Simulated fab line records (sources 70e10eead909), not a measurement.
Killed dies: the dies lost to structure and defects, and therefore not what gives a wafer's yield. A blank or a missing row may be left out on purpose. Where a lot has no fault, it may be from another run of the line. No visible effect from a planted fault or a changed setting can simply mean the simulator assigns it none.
fab line records	flow nand_harc
record: lots: 5	wafers: 14	last_day: 34
route steps=1302 shown A_SOURCE_PLATE@420 A_ONON_D1@424 END@1302
lots with no fault: from the same line, run without faults
start_h: hours from the record's first day to the start of the lot's first wafer shown	wait_h: time in hours since the lot's previous step	" unchanged from the row above	L1.1+2: several wafers, shown together as one row	- no value, or no start given	* or withheld: withheld	< > ~ a bound
route shown NAME@n: names a module that has steps shown in the file, with the first one's number in the route	usual: the fault-free wafers' mean and standard deviation	same: alike in all rows	chamber/n: place in a boat	sites: readings site by site	_std_site: the values' standard deviation	_edge_site: the outer-site mean with the inner-site mean subtracted	radius_mm: how far each site lies from the wafer's centre	mask NAME#n: copy n	behind: the tool/chamber that last shaped the wafer	hold: why the lot was held/for how many hours/how that ended	device: the transistor (n, p or np) that didn't switch	end of line: the tests these same wafers got at the end of their route	a step given without rows: its recipe and nothing more	killed: the dies lost at the first sort to structure and to defects; this is not the yield of the wafer	map: dies across one wafer; x = killed, . = not, _ = none there
set.NAME: the setting as run; set.NAME@STEP: as run at that earlier step	model.NAME: the simulator's own value behind a step, which no gauge read
lots at selected steps of the route; one table per step, one row per wafer
services: the hour from which a tool's chamber was out of use, counted from the record's first day as start_h (under 0 if before that day), plus the number of hours and why
== steps ==
step: NHARC_A_SOURCE_PLATE_THK_MEAS_06
recipe: thk_meas_gauge: ellipsometry
usual: thk_nm: 199.7/1.8
lot.wafer	tool	chamber	start_h	wait_h	thk_nm
L549.1	film_metro-02	-	179.13	0.4	200.8
L549.4	"	-	"	"	199.3
L549.5	"	-	"	"	198.9
L556.1	film_metro-02	-	248.31	0.4	200.0
L556.2	"	-	"	"	200.3
L556.5	"	-	"	"	197.0
L563.4	film_metro-02	-	324.84	0.4	198.6
L563.6	"	-	"	"	199.5
L568.1	film_metro-01	-	359.96	0.4	197.3
L568.3	"	-	"	"	197.4
L568.6	"	-	"	"	196.6
L570.1	film_metro-01	-	392.07	0.4	200.0
L570.3	"	-	"	"	199.0
L570.5	"	-	"	"	201.8
step: NHARC_A_SOURCE_PLATE_INSPECT_08
usual: raw_defect_count: 67/24
lot.wafer	tool	chamber	start_h	wait_h	raw_defect_count
L549.1	defect_inspect-02	-	179.24	0.0	141
L549.4	"	-	"	"	84
L549.5	"	-	"	"	91
L556.1	defect_inspect-02	-	248.40	0.0	79
L556.2	"	-	"	"	109
L556.5	"	-	"	"	105
L563.4	defect_inspect-01	-	324.93	0.0	41
L563.6	"	-	"	"	74
L568.1	defect_inspect-01	-	360.02	0.0	62
L568.3	"	-	"	"	49
L568.6	"	-	"	"	73
L570.1	defect_inspect-01	-	392.13	0.0	74
L570.3	"	-	"	"	78
L570.5	"	-	"	"	102
step: NHARC_A_ONON_D1_DEP_00
recipe: target_thk_a: 10000	n2_flow_sccm: 2750	n2o_flow_sccm: 2000	nh3_flow_sccm: 500	sih4_flow_sccm: 210	temp_c: 400
step: NHARC_A_ONON_D1_THK_MEAS_02
recipe: thk_meas_gauge: ellipsometry
usual: thk_nm: 998/11
lot.wafer	tool	chamber	start_h	wait_h	thk_nm
L549.1	film_metro-01	-	179.81	-	1012
L549.4	"	-	"	"	1014
L549.5	"	-	"	"	1013
L556.1	film_metro-02	-	248.97	-	986
L556.2	"	-	"	"	986
L556.5	"	-	"	"	985
L563.4	film_metro-02	-	325.51	-	1006
L563.6	"	-	"	"	1007
L568.1	film_metro-02	-	360.60	-	985
L568.3	"	-	"	"	985
L568.6	"	-	"	"	985
L570.1	film_metro-01	-	392.71	-	995
L570.3	"	-	"	"	994
L570.5	"	-	"	"	994
step: NHARC_A_ONON_D1_DEP_03
recipe: target_thk_a: 10000	n2_flow_sccm: 2750	n2o_flow_sccm: 2000	nh3_flow_sccm: 500	sih4_flow_sccm: 210	temp_c: 400
step: NHARC_A_ONON_D1_THK_MEAS_05
recipe: thk_meas_gauge: ellipsometry
usual: thk_nm: 1001/12
lot.wafer	tool	chamber	start_h	wait_h	thk_nm
L549.1	film_metro-02	-	180.37	-	1001
L549.4	"	-	"	"	998
L549.5	"	-	"	"	999
L556.1	film_metro-01	-	249.54	-	1004
L556.2	"	-	"	"	1003
L556.5	"	-	"	"	1004
L563.4	film_metro-02	-	326.07	-	992
L563.6	"	-	"	"	993
L568.1	film_metro-01	-	361.16	-	1011
L568.3	"	-	"	"	1013
L568.6	"	-	"	"	1013
L570.1	film_metro-02	-	393.27	-	993
L570.3	"	-	"	"	992
L570.5	"	-	"	"	992
step: NHARC_A_ONON_D1_DEP_06
recipe: target_thk_a: 10000	n2_flow_sccm: 2750	n2o_flow_sccm: 2000	nh3_flow_sccm: 500	sih4_flow_sccm: 210	temp_c: 400
step: NHARC_A_ONON_D1_THK_MEAS_08
recipe: thk_meas_gauge: ellipsometry
usual: thk_nm: 996/8
lot.wafer	tool	chamber	start_h	wait_h	thk_nm
L549.1	film_metro-02	-	180.94	-	987
L549.4	"	-	"	"	988
L549.5	"	-	"	"	988
L556.1	film_metro-01	-	250.11	-	997
L556.2	"	-	"	"	1000
L556.5	"	-	"	"	998
L563.4	film_metro-02	-	326.64	-	988
L563.6	"	-	"	"	989
L568.1	film_metro-01	-	361.73	-	1003
L568.3	"	-	"	"	1003
L568.6	"	-	"	"	1003
L570.1	film_metro-02	-	393.84	-	991
L570.3	"	-	"	"	992
L570.5	"	-	"	"	993
step: NHARC_A_ONON_D1_DEP_09
recipe: target_thk_a: 10000	n2_flow_sccm: 2750	n2o_flow_sccm: 2000	nh3_flow_sccm: 500	sih4_flow_sccm: 210	temp_c: 400
step: NHARC_A_ONON_D1_THK_MEAS_11
recipe: thk_meas_gauge: ellipsometry
usual: thk_nm: 1002/8.9
lot.wafer	tool	chamber	start_h	wait_h	thk_nm
L549.1	film_metro-01	-	181.50	-	1002
L549.4	"	-	"	"	1001
L549.5	"	-	"	"	999
L556.1	film_metro-01	-	250.67	-	990
L556.2	"	-	"	"	989
L556.5	"	-	"	"	991
L563.4	film_metro-02	-	327.20	-	987
L563.6	"	-	"	"	987
L568.1	film_metro-01	-	362.29	-	999
L568.3	"	-	"	"	997
L568.6	"	-	"	"	999
L570.1	film_metro-01	-	394.41	-	1013
L570.3	"	-	"	"	1014
L570.5	"	-	"	"	1011
step: NHARC_A_ONON_D1_DEP_12
recipe: target_thk_a: 10000	n2_flow_sccm: 2750	n2o_flow_sccm: 2000	nh3_flow_sccm: 500	sih4_flow_sccm: 210	temp_c: 400
lot.wafer	tool	chamber	start_h	wait_h
L549.1+4+5	pecvd_onon-01	0	181.56	0.1
L556.1+2+5	pecvd_onon-04	0	250.73	0.1
L563.4+6	pecvd_onon-01	0	327.43	0.2
L568.1+3+6	pecvd_onon-04	0	362.35	0.1
L570.1+3+5	pecvd_onon-02	0	394.46	0.1
step: NHARC_A_ONON_D1_THK_MEAS_14
recipe: thk_meas_gauge: ellipsometry
usual: thk_nm: 998/9.4
lot.wafer	tool	chamber	start_h	wait_h	thk_nm
L549.1	film_metro-02	-	182.07	-	996
L549.4	"	-	"	"	995
L549.5	"	-	"	"	997
L556.1	film_metro-02	-	251.24	-	1003
L556.2	"	-	"	"	1001
L556.5	"	-	"	"	1006
L563.4	film_metro-02	-	327.77	-	1549
L563.6	"	-	"	"	984
L568.1	film_metro-02	-	362.86	-	999
L568.3	"	-	"	"	999
L568.6	"	-	"	"	996
L570.1	film_metro-02	-	394.97	-	987
L570.3	"	-	"	"	988
L570.5	"	-	"	"	986
step: NHARC_A_ONON_D1_ANNEAL_15
recipe: temp_c: 750	time_s: 3600
step: NHARC_END_SORT_01
recipe: temp_c: 25
usual: killed_at_array: 56/21	killed_at_other: 1.2/1.6	killed_at_periphery: 3.7/2.5	killed_dies: 61/21	killed_open: 3.1/1.8	killed_short: 2.8/1.7
same: gross_dies: 677
lot.wafer	tool	chamber	start_h	wait_h	killed_at_array	killed_at_other	killed_at_periphery	killed_dies	killed_open	killed_short
L563.4	prober-02	0	713.81	3.4	669	0	8	677	4	4
killed by level:class
L563.4 A_ONON_D1:area_dep=630 A_CHANNEL_HOLE_D1:chamber_film_flake=12 A_CONTACT:chamber_film_flake=10 P_CONTACT:chamber_film_flake=6 A_SLIT:chamber_film_flake=5 A_STAIRCASE:chamber_film_flake=2 A_CHANNEL_FILL_D1:geometric_particle:short=1 A_DECK1_JOINT:geometric_particle:open=1
map L563.4 (x killed, . not)
____________x____________
_________xxxxxxx_________
_______xxxxxxxxxxx_______
______xxxxxxxxxxxxx______
_____xxxxxxxxxxxxxxx_____
____xxxxxxxxxxxxxxxxx____
____xxxxxxxxxxxxxxxxx____
___xxxxxxxxxxxxxxxxxxx___
___xxxxxxxxxxxxxxxxxxx___
__xxxxxxxxxxxxxxxxxxxxx__
__xxxxxxxxxxxxxxxxxxxxx__
_xxxxxxxxxxxxxxxxxxxxxxx_
_xxxxxxxxxxxxxxxxxxxxxxx_
_xxxxxxxxxxxxxxxxxxxxxxx_
_xxxxxxxxxxxxxxxxxxxxxxx_
_xxxxxxxxxxxxxxxxxxxxxxx_
xxxxxxxxxxxxxxxxxxxxxxxxx
xxxxxxxxxxxxxxxxxxxxxxxxx
xxxxxxxxxxxxxxxxxxxxxxxxx
xxxxxxxxxxxxxxxxxxxxxxxxx
xxxxxxxxxxxxxxxxxxxxxxxxx
_xxxxxxxxxxxxxxxxxxxxxxx_
_xxxxxxxxxxxxxxxxxxxxxxx_
_xxxxxxxxxxxxxxxxxxxxxxx_
_xxxxxxxxxxxxxxxxxxxxxxx_
_xxxxxxxxxxxxxxxxxxxxxxx_
__xxxxxxxxxxxxxxxxxxxxx__
__xxxxxxxxxxxxxxxxxxxxx__
___xxxxxxxxxxxxxxxxxxx___
___xxxxxxxxxxxxxxxxxxx___
____xxxxxxxxxxxxxxxxx____
____xxxxxxxxxxxxxxxxx____
_____xxxxxxxxxxxxxxx_____
______xxxxxxxxxxxxx______
_______xxxxxxxxxxx_______
_________xxxxxxx_________
____________x____________
map L549.1 (x killed, . not)
____________.____________
_________......._________
_______..........._______
______...x..xx.xx..______
_____............x.._____
____..........x.xx...____
____........xxx.xxx..____
___....x...xxxxxx.....___
___..........xxxxx....___
__...........xxxx..x...__
__..........xx.x..x....__
_..........x.xxxxx......_
_............xxx........_
_............xx...x....._
_............x.........._
_......................._
.x.......................
...............x.........
.........................
.........................
x........x...............
_........x.............._
_........x........x....._
_......................._
_......xxx.......x...x.._
_.......xxxx............_
__x.x..x.xx............__
__...x.xxxxx...........__
___..x..xx.xx.........___
___..x.xxx....x......x___
____...xxx...x....x..____
____.x.xx............____
_____..xx..........._____
______.x...........______
_______..........._______
_________......._________
____________.____________
== services ==
tool	chamber	start_h	hours	kind
pecvd_onon-02	-	185.61	13.0	pm
pecvd_onon-01	-	269.07	13.0	pm
pecvd_onon-04	-	311.24	13.0	pm
pecvd_onon-02	-	366.61	13.0	pm
== key ==
first_sign: step: NHARC_A_ONON_D1_THK_MEAS_14	reading: thk_nm	direction: up	sigmas: 59	usual: 998	struck: 1549
effect: step: NHARC_END_SORT_01	reading: killed_at_array	direction: up	sigmas: 29	usual: 56	struck: 669
more_kills_born_at: NHARC_A_ONON_D1_DEP_12@pecvd_onon-01: 630
met_at NHARC_A_ONON_D1_DEP_12
struck_wafers L563.4
later_rows_left_out L563.4
tester_left_out L563
onset_between 181.56 327.43
fault: kind: process_parameter_drift	tool: pecvd_onon-01	chamber: -	onset_h: 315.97	steps: NHARC_A_ONON_D1_DEP_12	channel: target_thk_a	offset: *	shape: step	end_h: 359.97	scope: struck_wafers_only	acts_in: *	stated: *
tester_left_out: of these lots the tester's yield and bins aren't shown, on N5 and GAA mostly nor the transistor test; their killed dies are dies lost to structure and defects alone, not to doping, threshold or leakage, so they don't give the yield
later_rows_left_out: the simulator's readings of these wafers behind a module that went badly wrong aren't trusted and aren't shown, but for the sort
